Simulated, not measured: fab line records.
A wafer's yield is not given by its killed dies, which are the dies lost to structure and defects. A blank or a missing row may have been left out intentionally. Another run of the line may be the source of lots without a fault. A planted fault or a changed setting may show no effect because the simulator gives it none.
fab line records	flow n5-finfet
record lots=7	wafers=39
route steps=1938 shown BEOL_M11@1536 BEOL_M14@1716 PASSIVATION@1916
start-h: hours from the record's first day to the start of the lot's first wafer shown	wait-h: hours from the lot's prior step to this one	" as in the row above	L1.1+2: several wafers, shown together as one row	- no value present, or no start provided	* or withheld: withheld	< > ~ a bound
route shown NAME@n: a module of which the file shows steps, and the number in the route of the first	usual: mean/standard deviation of fault-free wafers	same: alike in all rows	chamber/n: place in a boat	sites: readings site by site	_std_site: how widely they spread, as a standard deviation	_edge_site: mean of outer sites minus mean of inner sites	radius-mm: for every site, how far away it sits from the centre of the wafer	mask NAME#n: copy n	behind: the tool/chamber that last shaped the wafer	hold: why the lot was held/for how many hours/how that ended	device: the transistor (n, p or np) that didn't switch	end of line: the route-end tests of the same wafers	where a step has no rows: the recipe by itself	killed: dies that structure and defects cost at the first sort, which is not the same as the wafer's yield	map: the dies of a wafer, with x for killed, . for not killed, _ for no die there
set.NAME: the setting as run; set.NAME@STEP: as run at that earlier step	model.NAME: the simulator's own value behind a step, which no gauge read
lots where settings were altered on purpose, with a table for each step and a row for each wafer
## steps
# step N5_BEOL_M11_ILD_DEP_00
# recipe material=SiCOH_lowk	target-thk-a=3085.1	temp-c=300	precursor=DEMS/porogen	pressure-torr=5	rf-w=500	time-s=58
lot.wafer	tool	chamber	start-h	wait-h	set.time-s	model.SiCOH_lowk_of_BEOL_M11_ILD_DEP_00.thk-nm
L077.1+5	pecvd-01	1	250.53	0.0	43.03	229
L077.2	"	0	"	"	58	304.2
L077.3	"	2	"	"	58	315.2
L077.4	"	2	"	"	58	312
L077.6	"	0	"	"	43.03	231
L081.1	pecvd-01	1	254.62	0.0	58	305.6
L081.2	"	2	"	"	58	311.2
L081.3	"	0	"	"	58	304.2
L081.4	"	0	"	"	43.03	234
L081.5	"	2	"	"	43.03	238.4
L081.6	"	1	"	"	43.03	232.4
L082.2	pecvd-01	0	277.23	0.0	58	302.8
L082.3	"	1	"	"	58	302
L082.5	"	0	"	"	58	308.4
L088.1	pecvd-04	2	307.82	0.0	58	302.6
L088.2	"	1	"	"	58	310.2
L088.3	"	0	"	"	58	306.8
L088.4	"	0	"	"	58	311
L088.5	"	1	"	"	58	313
L088.6	"	2	"	"	58	306
L091.1+4	pecvd-02	1,2	318.68	0.0	58	310.8
L091.2	"	2	"	"	58	309
L091.3	"	0	"	"	58	309.2
L091.5	"	1	"	"	58	314.4
L091.6	"	0	"	"	58	314
L096.1	pecvd-01	0	353.06	0.0	71.84	379.8
L096.2	"	2	"	"	58	312.6
L096.3	"	0	"	"	71.84	385.4
L096.4	"	2	"	"	71.84	388.2
L096.5	"	2	"	"	58	313.4
L096.6	"	0	"	"	58	310.4
L097.1	pecvd-01	0	353.70	0.0	58	306.6
L097.2	"	2	"	"	58	308.6
L097.3	"	0	"	"	42.17	230.2
L097.4	"	2	"	"	42.17	230.4
L097.5	"	0	"	"	42.17	229.4
L097.6	"	2	"	"	58	311.2
# step N5_BEOL_M11_CURE_71
# recipe temp-c=385	time-s=240	ambient=He/Ar	material=SiCOH_lowk
lot.wafer	tool	chamber	start-h	wait-h	set.time-s@BEOL_M11_ILD_DEP_00	model.SiCOH_lowk_of_BEOL_M11_ILD_DEP_00.thk-nm
L077.1+5	uv-cure-02	1	250.85	0.3	43.03	198
L077.2	"	1	"	"	58	264.2
L077.3	"	1	"	"	58	274
L077.4	"	1	"	"	58	271.2
L077.6	"	1	"	"	43.03	199.8
L081.1	uv-cure-03	2	254.70	0.0	58	265.4
L081.2	"	2	"	"	58	270.4
L081.3	"	2	"	"	58	264.2
L081.4	"	2	"	"	43.03	202.4
L081.5	"	2	"	"	43.03	206.2
L081.6	"	2	"	"	43.03	201
L082.2	uv-cure-03	2	277.54	0.3	58	263
L082.3	"	2	"	"	58	262.2
L082.5	"	2	"	"	58	268
L088.1	uv-cure-03	1	307.90	0.0	58	262.8
L088.2	"	1	"	"	58	269.4
L088.3	"	1	"	"	58	266.4
L088.4	"	1	"	"	58	270.2
L088.5	"	1	"	"	58	271.8
L088.6	"	1	"	"	58	265.8
L091.1+4	uv-cure-02	2	318.76	0.0	58	270
L091.2	"	2	"	"	58	268.4
L091.3	"	2	"	"	58	268.6
L091.5	"	2	"	"	58	273.2
L091.6	"	2	"	"	58	272.8
L096.1	uv-cure-03	2	353.16	0.1	71.84	331.2
L096.2	"	2	"	"	58	271.6
L096.3	"	2	"	"	71.84	336.2
L096.4	"	2	"	"	71.84	338.6
L096.5	"	2	"	"	58	272.4
L096.6	"	2	"	"	58	269.8
L097.1	uv-cure-01	2	353.81	0.1	58	266.4
L097.2	"	2	"	"	58	268
L097.3	"	2	"	"	42.17	199
L097.4	"	2	"	"	42.17	199.2
L097.5	"	2	"	"	42.17	198.4
L097.6	"	2	"	"	58	270.4
# step N5_BEOL_M11_THK_MEAS_01
# recipe reads=SiCOH_lowk_of_BEOL_M11_ILD_DEP_00
# usual M11_ILD_THK=269/3.7
lot.wafer	tool	chamber	start-h	wait-h	set.time-s@BEOL_M11_ILD_DEP_00	M11_ILD_THK[nm]
L077.1	film-metro-01	-	251.37	0.4	43.03	198
L077.2	"	-	"	"	58	264
L077.3	"	-	"	"	58	274
L077.4	"	-	"	"	58	271
L077.5	"	-	"	"	43.03	198
L077.6	"	-	"	"	43.03	200
L081.1	film-metro-02	-	255.69	0.8	58	266
L081.2	"	-	"	"	58	271
L081.3	"	-	"	"	58	264
L081.4	"	-	"	"	43.03	203
L081.5	"	-	"	"	43.03	206
L081.6	"	-	"	"	43.03	201
L082.2	film-metro-02	-	277.97	0.4	58	263
L082.3	"	-	"	"	58	262
L082.5	"	-	"	"	58	268
L088.1	film-metro-01	-	308.41	0.4	58	263
L088.2	"	-	"	"	58	270
L088.3	"	-	"	"	58	267
L088.4	"	-	"	"	58	270
L088.5	"	-	"	"	58	272
L088.6	"	-	"	"	58	266
L091.1	film-metro-01	-	319.27	0.4	58	270
L091.2	"	-	"	"	58	269
L091.3	"	-	"	"	58	269
L091.4	"	-	"	"	58	270
L091.5	"	-	"	"	58	273
L091.6	"	-	"	"	58	273
L096.1	film-metro-02	-	353.67	0.4	71.84	331
L096.2	"	-	"	"	58	272
L096.3	"	-	"	"	71.84	336
L096.4	"	-	"	"	71.84	339
L096.5	"	-	"	"	58	272
L096.6	"	-	"	"	58	270
L097.1	film-metro-02	-	354.32	0.4	58	266
L097.2	"	-	"	"	58	268
L097.3	"	-	"	"	42.17	199
L097.4	"	-	"	"	42.17	199
L097.5	"	-	"	"	42.17	199
L097.6	"	-	"	"	58	270
# step N5_BEOL_M14_ILD_DEP_00
# recipe material=SiO2	target-thk-a=11193	temp-c=400	precursor=TEOS/O2	pressure-torr=6.5	rf-w=900	teos-flow-sccm=161.4	gas=O2	flow-sccm=2650	time-s=237.4
lot.wafer	tool	chamber	start-h	wait-h	set.target-thk-a	model.SiO2_of_BEOL_M14_ILD_DEP_00.thk-nm
L081.1	pecvd-04	1	275.44	0.0	4961	507.6
L081.2	"	0	"	"	11193	1107
L081.3	"	1	"	"	11193	1128
L081.4	"	0	"	"	11193	1131
L081.5	"	0	"	"	4961	501.2
L081.6	"	1	"	"	4961	518.4
L077.1	pecvd-04	0	276.02	0.0	11193	1111
L077.2	"	1	"	"	11193	1126
L077.3	"	0	"	"	11193	1139
L077.4	"	1	"	"	11193	1157
L077.5	"	1	"	"	11193	1154
L077.6	"	0	"	"	11193	1135
L082.2	pecvd-03	1	297.00	0.0	11193	1121
L082.3	"	0	"	"	11193	1126
L082.5	"	2	"	"	11193	1123
L088.1	pecvd-04	1	329.49	0.0	15460	1564
L088.2	"	0	"	"	15460	1563
L088.3	"	2	"	"	11193	1108
L088.4	"	2	"	"	11193	1135
L088.5	"	1	"	"	11193	1153
L088.6	"	0	"	"	15460	1588
L091.1	pecvd-03	2	338.91	0.0	12920	1257
L091.2	"	1	"	"	11193	1105
L091.3	"	0	"	"	12920	1268
L091.4	"	2	"	"	12920	1288
L091.5	"	1	"	"	11193	1122
L091.6	"	0	"	"	11193	1121
L096.1	pecvd-04	0	373.02	0.0	11193	1117
L096.2	"	2	"	"	11193	1094
L096.3	"	1	"	"	7355	746.4
L096.4	"	2	"	"	7355	726.6
L096.5	"	0	"	"	7355	756.8
L096.6	"	1	"	"	11193	1130
L097.1	pecvd-03	2	375.32	0.0	11193	1112
L097.2	"	1	"	"	11193	1127
L097.3	"	0	"	"	11193	1133
L097.4	"	0	"	"	11193	1152
L097.5	"	2	"	"	11193	1128
L097.6	"	1	"	"	11193	1145
# step N5_BEOL_M14_THK_MEAS_01
# recipe reads=SiO2_of_BEOL_M14_ILD_DEP_00
# usual M14_ILD_THK=1128/17
lot.wafer	tool	chamber	start-h	wait-h	set.target-thk-a@BEOL_M14_ILD_DEP_00	M14_ILD_THK[nm]
L081.1	film-metro-01	-	275.70	0.2	4961	508
L081.2	"	-	"	"	11193	1107
L081.3	"	-	"	"	11193	1128
L081.4	"	-	"	"	11193	1132
L081.5	"	-	"	"	4961	501
L081.6	"	-	"	"	4961	518
L077.1	film-metro-02	-	276.29	0.2	11193	1111
L077.2	"	-	"	"	11193	1126
L077.3	"	-	"	"	11193	1139
L077.4	"	-	"	"	11193	1156
L077.5	"	-	"	"	11193	1153
L077.6	"	-	"	"	11193	1136
L082.2	film-metro-01	-	297.19	0.1	11193	1121
L082.3	"	-	"	"	11193	1126
L082.5	"	-	"	"	11193	1123
L088.1	film-metro-02	-	329.68	0.1	15460	1565
L088.2	"	-	"	"	15460	1564
L088.3	"	-	"	"	11193	1109
L088.4	"	-	"	"	11193	1134
L088.5	"	-	"	"	11193	1154
L088.6	"	-	"	"	15460	1588
L091.1	film-metro-01	-	339.10	0.1	12920	1256
L091.2	"	-	"	"	11193	1104
L091.3	"	-	"	"	12920	1269
L091.4	"	-	"	"	12920	1287
L091.5	"	-	"	"	11193	1122
L091.6	"	-	"	"	11193	1121
L096.1	film-metro-01	-	373.21	0.1	11193	1116
L096.2	"	-	"	"	11193	1093
L096.3	"	-	"	"	7355	746
L096.4	"	-	"	"	7355	727
L096.5	"	-	"	"	7355	757
L096.6	"	-	"	"	11193	1130
L097.1	film-metro-02	-	375.51	0.1	11193	1112
L097.2	"	-	"	"	11193	1127
L097.3	"	-	"	"	11193	1134
L097.4	"	-	"	"	11193	1151
L097.5	"	-	"	"	11193	1128
L097.6	"	-	"	"	11193	1145
# step N5_BEOL_M14_COAT_58
# recipe resist=BARC	temp-c=205	time-s=60	spin-rpm=1500	resist-thk-nm=89
# step N5_BEOL_M14_COAT_04
# recipe spin-rpm=1704	resist-thk-nm=800
# step N5_BEOL_M14_DESCUM_15
# recipe chemistry=O2	time-s=7.9	source-power-w=50	bias-power-w=20	pressure-mtorr=20	rf-frequency-hz=2.712e+07	temp-c=40	o2-flow-sccm=225
# step N5_BEOL_M14_ETCH_59
# recipe chemistry=N2/H2	target=BARC	target-depth-a=890	overetch-a=267	time-s=67.9	ion-energy-ev=200	pressure-mtorr=30	source-w=840	bias-w=150	n2-flow-sccm=200	h2-flow-sccm=200
# step N5_BEOL_M14_VIA_ETCH_16
# recipe chemistry=C4F8/O2/Ar	target=SiO2	he-inner-torr=15	he-outer-torr=30	target-depth-a=12313	time-s=withheld	ion-energy-ev=800	pressure-mtorr=20	source-w=1905	bias-w=2040	Ar_flow_sccm=400	C4F8_flow_sccm=16	O2_flow_sccm=12	ends=cleared
lot.wafer	tool	chamber	start-h	wait-h	set.target-thk-a@BEOL_M14_ILD_DEP_00	model.etch.depth-nm	model.coat_of_BEOL_M14_COAT_04.thk-nm
L081.1	rie-diel-04	2	276.34	0.0	4961	507.6	601
L081.2	"	1	"	"	11193	1107	448.8
L081.3	"	0	"	"	11193	1128	454.2
L081.4	"	3	"	"	11193	1131	459
L081.5	"	0	"	"	4961	501.1	601.2
L081.6	"	1	"	"	4961	518.4	591.2
L077.1	rie-diel-05	0	276.91	0.0	11193	1111	457.4
L077.2	"	2	"	"	11193	1126	457.2
L077.3	"	1	"	"	11193	1139	450.8
L077.4	"	1	"	"	11193	1157	447.2
L077.5	"	0	"	"	11193	1154	445.8
L077.6	"	2	"	"	11193	1135	456.4
L082.2	rie-diel-04	1	297.94	0.0	11193	1121	443.8
L082.3	"	0	"	"	11193	1126	457.2
L082.5	"	2	"	"	11193	1123	461
L088.1	rie-diel-06	0	330.18	0.0	15460	1564	359
L088.2	"	1	"	"	15460	1563	361.8
L088.3	"	3	"	"	11193	1108	454
L088.4	"	2	"	"	11193	1135	443.2
L088.5	"	1	"	"	11193	1153	452.8
L088.6	"	2	"	"	15460	1588	335.8
L091.1	rie-diel-05	0	339.58	0.0	12920	1257	419.2
L091.2	"	2	"	"	11193	1105	459
L091.3	"	1	"	"	12920	1268	415.8
L091.4	"	2	"	"	12920	1288	420.4
L091.5	"	1	"	"	11193	1122	452.2
L091.6	"	0	"	"	11193	1121	449.6
L096.1	rie-diel-06	3	373.93	0.0	11193	1117	451.4
L096.2	"	1	"	"	11193	1094	470.2
L096.3	"	2	"	"	7355	746.3	538.6
L096.4	"	0	"	"	7355	726.6	549.2
L096.5	"	2	"	"	7355	756.8	537.4
L096.6	"	3	"	"	11193	1130	448.6
L097.1	rie-diel-06	3	376.12	0.0	11193	1112	446.8
L097.2	"	1	"	"	11193	1127	459
L097.3	"	2	"	"	11193	1133	441.2
L097.4	"	0	"	"	11193	1152	448.6
L097.5	"	2	"	"	11193	1128	441
L097.6	"	3	"	"	11193	1145	443.6
# step N5_PASSIVATION_PECVD_35
# recipe material=SiNx	target-thk-a=7000	temp-c=400	precursor=SiH4/NH3/N2	pressure-torr=4.9	rf-w=1406	time-s=151.3
lot.wafer	tool	chamber	start-h	wait-h	set.time-s	model.SiNx_of_PASSIVATION_PECVD_35.thk-nm
L081.1	pecvd-02	1	302.40	0.1	182.4	832.2
L081.2	"	2	"	"	151.3	695.8
L081.3	"	0	"	"	151.3	688.2
L081.4	"	2	"	"	182.4	843
L081.5	"	0	"	"	182.4	828.8
L081.6	"	1	"	"	151.3	700
L077.1	pecvd-04	0	302.42	0.1	151.3	685.4
L077.2	"	1	"	"	234.2	1059
L077.3	"	1	"	"	234.2	1072
L077.4	"	0	"	"	151.3	696.2
L077.5	"	1	"	"	234.2	1073
L077.6	"	0	"	"	151.3	697.6
L082.2	pecvd-04	2	320.08	0.1	151.3	711
L082.3	"	0	"	"	151.3	690.8
L082.5	"	0	"	"	151.3	703
L088.1	pecvd-01	2	355.05	0.1	125.2	597.4
L088.2	"	0	"	"	125.2	582.4
L088.3	"	1	"	"	151.3	699.6
L088.4	"	1	"	"	151.3	712
L088.5	"	0	"	"	125.2	592.4
L088.6	"	2	"	"	151.3	716.6
L091.1	pecvd-01	1	359.99	0.1	175.9	804.6
L091.2	"	2	"	"	175.9	815.2
L091.3	"	0	"	"	151.3	690
L091.4	"	0	"	"	175.9	812.2
L091.5	"	1	"	"	151.3	696.8
L091.6	"	2	"	"	151.3	706.6
L096.1	pecvd-01	0	396.51	0.1	151.3	687.4
L096.2	"	1	"	"	151.3	688
L096.3	"	2	"	"	79.49	363.2
L096.4	"	2	"	"	151.3	704.8
L096.5	"	0	"	"	79.49	363.4
L096.6	"	1	"	"	79.49	362.6
L097.1	pecvd-02	1	396.74	0.1	151.3	676.8
L097.2	"	0	"	"	151.3	670.8
L097.3	"	0	"	"	151.3	678.8
L097.4	"	1	"	"	151.3	690.2
L097.5	"	1	"	"	151.3	690
L097.6	"	0	"	"	151.3	675.8
# step N5_PASSIVATION_ETCH_54
# recipe chemistry=CHF3/O2	target=SiO2	target-depth-a=8800	CHF3_flow_sccm=50	O2_flow_sccm=5	Ar_flow_sccm=200	time-s=440	mask-material=PR	pressure-mtorr=30	source-w=650	bias-w=170	ion-energy-ev=200
lot.wafer	tool	chamber	start-h	wait-h	set.target-depth-a	model.etch.depth-nm	model.PASSIVATION.feature-depth-nm
L081.1	rie-diel-06	2	303.49	0.1	4402	439.8	439.8
L081.2	"	0	"	"	4402	440.6	440.6
L081.3	"	3	"	"	8800	889.3	889.4
L081.4	"	3	"	"	8800	891.6	891.6
L081.5	"	2	"	"	8800	880.5	880.6
L081.6	"	0	"	"	4402	446.6	446.6
L077.1	rie-diel-04	1	303.61	0.1	5882	613.7	613.8
L077.2	"	0	"	"	5882	592.7	592.6
L077.3	"	3	"	"	8800	880.4	880.4
L077.4	"	2	"	"	8800	893.7	893.8
L077.5	"	3	"	"	8800	873.7	873.6
L077.6	"	0	"	"	5882	587.5	587.6
L082.2	rie-diel-06	3	320.86	0.1	8800	877.6	877.6
L082.3	"	1	"	"	8800	872.5	872.6
L082.5	"	3	"	"	8800	878.6	878.6
L088.1	rie-diel-05	1	355.96	0.1	6445	655.1	655.2
L088.2	"	0	"	"	8800	917.6	917.6
L088.3	"	3	"	"	8800	901.8	901.8
L088.4	"	2	"	"	6445	645.8	645.8
L088.5	"	2	"	"	6445	646.8	646.8
L088.6	"	3	"	"	8800	903.2	903.2
L091.1	rie-diel-04	1	360.77	0.1	11770	1207	1207
L091.2	"	3	"	"	11770	1152	1152
L091.3	"	2	"	"	8800	874.5	874.4
L091.4	"	0	"	"	8800	867.7	867.6
L091.5	"	3	"	"	11770	1160	1160
L091.6	"	2	"	"	8800	880	880
L096.1	rie-diel-06	0	397.29	0.1	8800	890.4	890.4
L096.2	"	3	"	"	8800	876.4	876.4
L096.3	"	1	"	"	8800	875.5	875.6
L096.4	"	2	"	"	8800	882.6	882.6
L096.5	"	1	"	"	8800	871.8	871.8
L096.6	"	2	"	"	8800	885.7	885.8
L097.1	rie-diel-04	1	398.02	0.1	8800	876.6	876.6
L097.2	"	3	"	"	5217	506.2	506.2
L097.3	"	0	"	"	8800	901.6	901.6
L097.4	"	2	"	"	8800	875.2	875.2
L097.5	"	3	"	"	5217	511	511
L097.6	"	0	"	"	5217	531.2	531.2
## key
split step=N5_BEOL_M11_ILD_DEP_00	setting=time-s	stated=58	by=wafer
response step=N5_BEOL_M11_ILD_DEP_00	reading=model.SiCOH_lowk_of_BEOL_M11_ILD_DEP_00.thk-nm	change=+2.96	per=1%	r=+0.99
response step=N5_BEOL_M11_CURE_71	reading=model.SiCOH_lowk_of_BEOL_M11_ILD_DEP_00.thk-nm	change=+2.61	per=1%	r=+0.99
response step=N5_BEOL_M11_THK_MEAS_01	reading=M11_ILD_THK	change=+2.61	per=1%	r=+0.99
split step=N5_BEOL_M14_ILD_DEP_00	setting=target-thk-a	stated=11193	by=wafer
response step=N5_BEOL_M14_ILD_DEP_00	reading=model.SiO2_of_BEOL_M14_ILD_DEP_00.thk-nm	change=+11.1	per=1%	r=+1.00
response step=N5_BEOL_M14_THK_MEAS_01	reading=M14_ILD_THK	change=+11.1	per=1%	r=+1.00
response step=N5_BEOL_M14_VIA_ETCH_16	reading=model.etch.depth-nm	change=+11.1	per=1%	r=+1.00
response step=N5_BEOL_M14_VIA_ETCH_16	reading=model.coat_of_BEOL_M14_COAT_04.thk-nm	change=-2.55	per=1%	r=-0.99
split step=N5_PASSIVATION_PECVD_35	setting=time-s	stated=151.3	by=wafer
response step=N5_PASSIVATION_PECVD_35	reading=model.SiNx_of_PASSIVATION_PECVD_35.thk-nm	change=+6.89	per=1%	r=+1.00
split step=N5_PASSIVATION_ETCH_54	setting=target-depth-a	stated=8800	by=wafer
response step=N5_PASSIVATION_ETCH_54	reading=model.etch.depth-nm	change=+8.95	per=1%	r=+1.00
response step=N5_PASSIVATION_ETCH_54	reading=model.PASSIVATION.feature-depth-nm	change=+8.95	per=1%	r=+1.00
